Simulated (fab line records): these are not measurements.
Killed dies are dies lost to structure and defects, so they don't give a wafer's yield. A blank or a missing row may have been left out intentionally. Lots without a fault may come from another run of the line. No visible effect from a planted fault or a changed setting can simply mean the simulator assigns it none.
Matching of chambers -- flow nand-harc -- ald-hk-04 running NHARC_A_CHANNEL_FILL_D1_ALD_14: 4 sister chambers
The step deposits SiO2, target thk 2.5 nm, pulse time 10 s, ald cycles 25. 8 wafers are shown with their chamber, then 7 later ones without.

== WAFERS, EACH WITH ITS CHAMBER ==
wafer,chamber,heater-power-w (W),susceptor-temp-C (C)
L217.3,1,433,300.04
L217.5,3,512,299.78
L218.6,3,523,299.88
L220.2,0,438,299.98
L220.5,2,474,300.20
L221.2,0,432,300.04
L221.3,1,432,299.86
L221.4,2,471,300.10

== WAFERS MISSING THEIR CHAMBER ==
wafer,heater-power-w (W),susceptor-temp-C (C)
L223.1,449,300.03
L236.1,455,300.16
L236.2,427,300.31
L236.4,492,299.73
L238.4,456,300.01
L238.5,434,299.96
L238.6,490,299.86

== EACH ONE'S CHAMBER ==
wafer,from the rows above,in truth
L223.1,can't be placed: 0 or 1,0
L236.1,can't be placed: 2 or 0 or 1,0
L236.2,can't be placed: 0 or 1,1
L236.4,can't be placed: 3 or 2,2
L238.4,can't be placed: 2 or 0 or 1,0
L238.5,can't be placed: 1 or 0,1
L238.6,can't be placed: 2 or 3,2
Correctly placed: 0 of 7. These rows do not allow placing 7 (true chamber among the candidates in 7). Number placed wrongly: 0.
How it was worked out, from the rows above alone: a wafer's distance from a chamber is the root of the sum, over the readings, of the square of ((its reading less the chamber's mean) divided by the reading's scatter). The wafer belongs to the nearest chamber; if the next one is less than 2 further off, it can't be placed. The mean given for a chamber averages the wafers shown for that chamber. The scatter: take each reading less its chamber's mean, square it, sum over the shown wafers, divide by the number of wafers less the number of chambers, and take the root.
